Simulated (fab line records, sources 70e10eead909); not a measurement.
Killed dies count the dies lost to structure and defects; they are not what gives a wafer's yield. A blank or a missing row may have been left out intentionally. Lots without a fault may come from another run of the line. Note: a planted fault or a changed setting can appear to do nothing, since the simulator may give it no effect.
fab line records ; flow nandHarc
record: lots: 5; wafers: 15; lastDay: 23
route steps=1159 shown A_M0@1005
lots untouched by any fault: they come from a run of this same line in which no faults occurred
startH: hours from the record's opening day to when the first of the lot's shown wafers began ; waitH: time in hours since the lot's previous step ; " unchanged from the row above ; L1.1+2: a single row standing in for several wafers ; - no value, or no start given ; * or withheld: withheld ; < > ~ a bound
route shown NAME@n: NAME is a module with steps in the file, n the number in the route of the first one ; usual: mean/standard deviation taken from wafers without a fault ; same: alike in all rows ; chamber/n: place in a boat ; sites: the reading at each site ; _std_site: standard deviation across them ; _edge_site: outer sites' mean less inner sites' ; radiusMm: how far each site lies from the wafer's centre ; mask NAME#n: copy n ; behind: tool/chamber where the wafer was last shaped ; hold: why the lot went on hold/how many hours it stayed there/how the hold came to an end ; device: which transistor (n, p or np) failed to switch ; end of line: the route-end tests of the same wafers ; step lacking rows: just its recipe ; killed: dies that structure and defects cost at the first sort, which is not the same as the wafer's yield ; map: shows each die of a wafer: x if killed, . if not, _ if none is there
set.NAME: the setting that was run; set.NAME@STEP: the one run at that earlier step ; model.NAME: the simulator's own value behind a step, which no gauge read
certain route steps with their lots: each step a table, each wafer a row
services: a tool's chamber out of use, with start hour (startH, from the record's first day; less than 0 if before it), hours out, and reason
== steps ==
step: NHARC_A_M0_OVL_MEAS_10
recipe: pitchNm: 160
usual: overlayXNm: 0.2/0.93; overlayYNm: 0.2/0.68
lot.wafer;tool;chamber;startH;waitH;overlayXNm;overlayYNm
L118.1;overlay-01;-;407.15;-;1.6;-0.3
L118.4;overlay-01;-;407.15;-;2.0;-0.3
L118.5;overlay-01;-;407.15;-;1.9;-0.4
L117.1;overlay-02;-;410.29;-;-0.9;-0.2
L117.4;overlay-02;-;410.29;-;-0.7;0.4
L117.6;overlay-02;-;410.29;-;-1.1;0.7
L130.1;overlay-01;-;478.08;-;1.5;-1.0
L130.3;overlay-01;-;478.08;-;0.5;-0.8
L130.4;overlay-01;-;478.08;-;1.1;0.2
L128.2;overlay-01;-;484.57;-;1.0;-0.1
L128.5;overlay-01;-;484.57;-;1.6;0.0
L128.6;overlay-01;-;484.57;-;1.4;-0.2
L132.1;overlay-01;-;503.90;-;1.0;1.2
L132.3;overlay-01;-;503.90;-;0.4;1.5
L132.4;overlay-01;-;503.90;-;0.6;1.3
step: NHARC_A_M0_INSPECT_11
usual: rawDefectCount: 26/12
lot.wafer;tool;chamber;startH;waitH;rawDefectCount
L118.1;defectInspect-02;-;407.19;0.0;30
L118.4;defectInspect-02;-;407.19;0.0;21
L118.5;defectInspect-02;-;407.19;0.0;19
L117.1;defectInspect-01;-;410.32;0.0;29
L117.4;defectInspect-01;-;410.32;0.0;22
L117.6;defectInspect-01;-;410.32;0.0;32
L130.1;defectInspect-01;-;478.12;0.0;12
L130.3;defectInspect-01;-;478.12;0.0;13
L130.4;defectInspect-01;-;478.12;0.0;15
L128.2;defectInspect-02;-;484.60;0.0;28
L128.5;defectInspect-02;-;484.60;0.0;25
L128.6;defectInspect-02;-;484.60;0.0;28
L132.1;defectInspect-01;-;503.93;0.0;11
L132.3;defectInspect-01;-;503.93;0.0;17
L132.4;defectInspect-01;-;503.93;0.0;15
step: NHARC_A_M0_DESCUM_14
recipe: timeS: 3; o2FlowSccm: 200; arFlowSccm: 0; biasPowerW: 0; chemistry: O2
usual: drypumpMotorCurrentA: 5.5/0.45; oesProductAu: 0.996/0.01; rfVppV: 57.6/0.83; showerheadPlenumPTorr: 1.87/0.063; throttleValvePct: 11.310/0.0088
lot.wafer;tool;chamber;startH;waitH;drypumpMotorCurrentA;oesProductAu;rfHoursCounterH;rfVppV;showerheadPlenumPTorr;throttleValvePct
L118.1;rieDiel-02;2;407.25;0.1;5.9;1.008;4;57.7;1.90;11.306
L118.4;rieDiel-02;3;407.25;0.1;6.0;1.014;5;57.5;1.90;11.316
L118.5;rieDiel-02;2;407.25;0.1;5.9;1.025;-;59.0;1.90;11.319
L117.4;rieDiel-12;3;410.38;0.1;5.0;1.001;2;56.7;1.89;11.312
L117.1;rieDiel-12;0;410.38;0.1;5.5;1.016;2;57.5;1.83;11.310
L117.6;rieDiel-12;0;410.38;0.1;5.6;1.010;-;58.0;1.83;11.315
L130.1;rieDiel-02;3;478.18;0.1;6.0;1.000;12;58.5;1.90;11.312
L130.4;rieDiel-02;0;478.18;0.1;5.6;0.998;12;58.0;1.86;11.317
L130.3;rieDiel-02;2;478.18;0.1;5.9;1.009;11;57.1;1.90;11.318
L128.2;rieDiel-12;0;484.66;0.1;5.5;1.002;8;58.7;1.83;11.322
L128.6;rieDiel-12;0;484.66;0.1;5.5;1.009;-;58.4;1.83;11.307
L128.5;rieDiel-12;1;484.66;0.1;5.8;0.984;-;57.2;1.88;11.307
L132.3;rieDiel-02;2;504.00;0.1;5.9;1.005;13;57.0;1.90;11.311
L132.1;rieDiel-02;0;504.00;0.1;5.6;1.009;14;57.9;1.86;11.302
L132.4;rieDiel-02;1;504.00;0.1;5.0;1.009;13;57.8;2.04;11.314
step: NHARC_A_M0_ETCH_34
recipe: targetDepthA: 400; overetchA: 120; timeS: 43.94; ionEnergyEv: 200; n2FlowSccm: 150; h2FlowSccm: 150; arFlowSccm: 0; rfW: 400; biasW: 150; chemistry: N2/H2
step: NHARC_A_M0_ETCH_15
recipe: targetDepthA: 1500; overetchA: 150; timeS: 82.5; c4f8FlowSccm: withheld; arFlowSccm: 400; rfW: 600; biasW: 300; chemistry: C4F8/Ar
step: NHARC_A_M0_CD_MEAS_16
usual: cdNm: 79.7/0.82
lot.wafer;tool;chamber;startH;waitH;cdNm
L118.1;cdSem-01;-;407.55;-;79.7
L118.4;cdSem-01;-;407.55;-;79.2
L118.5;cdSem-01;-;407.55;-;79.8
L117.1;cdSem-02;-;410.68;-;78.3
L117.4;cdSem-02;-;410.68;-;79.0
L117.6;cdSem-02;-;410.68;-;79.1
L130.1;cdSem-03;-;478.49;-;79.7
L130.3;cdSem-03;-;478.49;-;79.2
L130.4;cdSem-03;-;478.49;-;80.2
L128.2;cdSem-02;-;485.01;-;78.5
L128.5;cdSem-02;-;485.01;-;79.6
L128.6;cdSem-02;-;485.01;-;78.6
L132.1;cdSem-01;-;504.31;-;80.4
L132.3;cdSem-01;-;504.31;-;78.4
L132.4;cdSem-01;-;504.31;-;78.6
step: NHARC_A_M0_STRIP_18
recipe: powerW: 1000; n2FlowSccm: 150; h2FlowSccm: 150; arFlowSccm: 0; biasW: 0; chemistry: N2/H2
step: NHARC_A_M0_STRIP_19
recipe: timeS: 600; tempC: 30; chemistry: postEtchResidueRemover
step: NHARC_A_M0_DEGAS_28
recipe: tempC: 250; timeS: 60
step: NHARC_A_M0_PRE_CLEAN_29
recipe: timeS: 30; tempC: 280; gas: H2/He
usual: heaterPowerW: 407/41
lot.wafer;tool;chamber;startH;waitH;heaterPowerW
L118.4;pvdSputter-01;-;-;-;365
L118.1;pvdSputter-01;-;-;-;373
L118.5;pvdSputter-01;-;-;-;448
L117.4;pvdSputter-02;-;-;-;412
L117.1;pvdSputter-02;-;-;-;391
L117.6;pvdSputter-02;-;-;-;510
L130.1;pvdSputter-03;-;-;-;402
L130.3;pvdSputter-03;-;-;-;402
L130.4;pvdSputter-03;-;-;-;390
L128.2;pvdSputter-01;-;-;-;377
L128.5;pvdSputter-01;-;-;-;375
L128.6;pvdSputter-01;-;-;-;395
L132.3;pvdSputter-02;-;-;-;424
L132.4;pvdSputter-02;-;-;-;515
L132.1;pvdSputter-02;-;-;-;390
step: NHARC_A_M0_PVD_20
recipe: targetThkA: 50; biasV: 168.6; powerW: 15000; chamberPressurePa: 0.12; timeS: 8.06; substrateTempC: 50; material: TaN
usual: cathodeDcPowerW: 15000/2.7; chamberPressurePa: 0.12/0.00023; throttleValvePct: 29.4/0.68
lot.wafer;tool;chamber;startH;waitH;cathodeDcPowerW;chamberPressurePa;throttleValvePct
L118.4;pvdSputter-01;-;-;-;15004;0.11978;30.0
L118.1;pvdSputter-01;-;-;-;15003;0.11979;28.5
L118.5;pvdSputter-01;-;-;-;14998;0.11975;29.3
L117.1;pvdSputter-02;-;-;-;14999;0.12;29.0
L117.4;pvdSputter-02;-;-;-;15002;0.12014;29.2
L117.6;pvdSputter-02;-;-;-;14995;0.11997;29.5
L130.1;pvdSputter-03;-;-;-;14995;0.12004;29.0
L130.3;pvdSputter-03;-;-;-;14999;0.11952;28.1
L130.4;pvdSputter-03;-;-;-;15000;0.11999;28.7
L128.2;pvdSputter-01;-;-;-;15004;0.12013;30.3
L128.6;pvdSputter-01;-;-;-;14995;0.12002;30.0
L128.5;pvdSputter-01;-;-;-;14997;0.12013;29.0
L132.4;pvdSputter-02;-;-;-;15002;0.12005;29.8
L132.3;pvdSputter-02;-;-;-;15002;0.12038;28.7
L132.1;pvdSputter-02;-;-;-;15006;0.12009;29.4
step: NHARC_A_M0_PVD_21
recipe: targetThkA: 300; chamberPressurePa: 5; powerW: 5000; substrateTempC: 30; timeS: 20.49; material: Cu
usual: cathodeDcPowerW: 5000.0/0.89; chamberPressurePa: 5.000/0.01; throttleValvePct: 29.3/0.68
lot.wafer;tool;chamber;startH;waitH;cathodeDcPowerW;chamberPressurePa;throttleValvePct
L118.1;pvdSputter-01;-;-;-;5001.1;5.000;30.1
L118.4;pvdSputter-01;-;-;-;5001.0;5.006;30.9
L118.5;pvdSputter-01;-;-;-;5001.1;5.002;29.4
L117.1;pvdSputter-02;-;-;-;5000.2;4.988;29.7
L117.4;pvdSputter-02;-;-;-;5000.1;4.995;28.8
L117.6;pvdSputter-02;-;-;-;4999.7;4.999;29.7
L130.1;pvdSputter-03;-;-;-;5000.1;5.005;29.2
L130.4;pvdSputter-03;-;-;-;4998.6;4.997;28.3
L130.3;pvdSputter-03;-;-;-;4999.6;5.006;28.9
L128.2;pvdSputter-01;-;-;-;4999.4;5.024;29.3
L128.5;pvdSputter-01;-;-;-;4999.1;4.992;30.8
L128.6;pvdSputter-01;-;-;-;4999.8;5.007;28.3
L132.4;pvdSputter-02;-;-;-;4999.8;5.002;28.6
L132.1;pvdSputter-02;-;-;-;5000.4;4.999;29.2
L132.3;pvdSputter-02;-;-;-;4998.8;5.005;29.7
step: NHARC_A_M0_ECD_22
recipe: targetThkA: 4000; bathTempC: 25; material: Cu
lot.wafer;tool;chamber;startH;waitH
L118.1+4+5;ecdCu-02;0;408.53;-
L117.1+4+6;ecdCu-02;0;411.66;-
L130.1+4+3;ecdCu-02;1,0,1;479.57;-
L128.2+5+6;ecdCu-01;0,1,0;486.04;-
L132.1+4+3;ecdCu-02;1,0,1;505.37;-
step: NHARC_A_M0_ANNEAL_30
recipe: tempC: 225; timeS: 90
usual: wafer_temp_C_max: 225.92/0.22
lot.wafer;tool;chamber;startH;waitH;wafer_temp_C_max
L118.1;rtpAnneal-01;0;409.03;0.5;226.17
L118.4;rtpAnneal-01;0;409.03;0.5;226.15
L118.5;rtpAnneal-01;0;409.03;0.5;226.35
L117.1;rtpAnneal-02;0;412.07;0.4;225.75
L117.4;rtpAnneal-02;0;412.07;0.4;225.83
L117.6;rtpAnneal-02;0;412.07;0.4;225.88
L130.1;rtpAnneal-02;0;479.89;-;226.02
L130.3;rtpAnneal-02;0;479.89;-;225.70
L130.4;rtpAnneal-02;0;479.89;-;226.04
L128.2;rtpAnneal-02;0;486.45;0.4;225.62
L128.5;rtpAnneal-02;0;486.45;0.4;225.55
L128.6;rtpAnneal-02;0;486.45;0.4;225.84
L132.1;rtpAnneal-02;0;505.70;0.3;225.75
L132.3;rtpAnneal-02;0;505.70;0.3;226.09
L132.4;rtpAnneal-02;0;505.70;0.3;226.05
step: NHARC_A_M0_CMP_23
recipe: tOverpolishS: 20; targetThkNm: 113.75
usual: motorCurrentA: 12.3/1.3; padLifeWafers: 276/150; timeToEndpointS: 28.9/2.7
lot.wafer;tool;chamber;startH;waitH;motorCurrentA;padLifeWafers;timeToEndpointS
L118.4;cmp-03;0;409.37;-;14.8;312;22.1
L118.1;cmp-03;1;409.37;-;12.1;313;27.0
L118.5;cmp-03;1;409.37;-;12.1;-;29.7
L117.4;cmp-04;1;412.41;-;12.3;42;29.9
L117.1;cmp-04;2;412.41;-;10.5;43;28.6
L117.6;cmp-04;2;412.41;-;10.8;-;28.5
L130.3;cmp-03;0;480.26;-;14.7;132;24.2
L130.4;cmp-03;1;480.26;-;11.4;133;26.1
L130.1;cmp-03;2;480.26;-;13.8;134;29.1
L128.2;cmp-03;0;486.78;-;14.1;181;22.5
L128.6;cmp-03;3;486.78;-;12.7;-;28.4
L128.5;cmp-03;0;486.78;-;14.6;-;24.7
L132.3;cmp-03;3;506.08;-;12.3;295;30.0
L132.1;cmp-03;0;506.08;-;15.1;296;4.1
L132.4;cmp-03;1;506.08;-;12.5;297;28.4
== services ==
tool;chamber;startH;hours;kind
rieDiel-02;0;385.95;-;clean
rieDiel-02;1;385.95;-;clean
rieDiel-02;2;385.95;-;clean
rieDiel-02;3;385.95;-;clean
pvdSputter-02;-;392.04;10.0;pm
pvdSputter-03;-;397.09;2.5;repair
rieDiel-12;1;397.89;6.5;repair
cmp-04;-;399.00;4.0;pm
rieDiel-02;0;410.45;-;clean
rieDiel-02;1;410.45;-;clean
rieDiel-02;2;410.45;-;clean
rieDiel-02;3;410.45;-;clean
cmp-03;-;430.90;0.9;repair
ecdCu-01;-;448.00;8.0;pm
cmp-03;-;450.03;4.0;pm
cmp-03;-;454.03;-;consumableReplace:conditioner
cmp-03;-;454.03;-;consumableReplace:pad
pvdSputter-03;-;458.00;10.0;pm
ecdCu-01;-;463.74;0.8;repair
rieDiel-12;3;474.21;19.8;repair
cmp-04;-;485.62;2.1;repair
pvdSputter-02;-;495.66;7.5;repair
cmp-04;-;497.00;4.0;pm
rieDiel-02;-;504.70;9.0;pm
== key ==
firstSign: step: NHARC_A_M0_CMP_23; reading: timeToEndpointS; direction: down; sigmas: 9.1; usual: *; struck: *
effect none on later readings
metAt NHARC_A_M0_ECD_22
struckWafers L132.1
laterRowsLeftOut L132.1
sortLeftOut L132.1
onsetBetween 479.57 505.37
fault: kind: processParameterDrift; tool: ecdCu-02; chamber: -; onsetH: 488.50; steps: NHARC_A_M0_ECD_22; channel: targetThkA; offset: *; shape: step; endH: 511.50; scope: struckWafersOnly; actsIn: *; stated: *
sortLeftOut: the simulated sort isn't trusted on such a fault, so these wafers' sort isn't shown, and their yield isn't known
laterRowsLeftOut: the simulator's readings of these wafers behind a module that went badly wrong aren't trusted and aren't shown, but for the sort
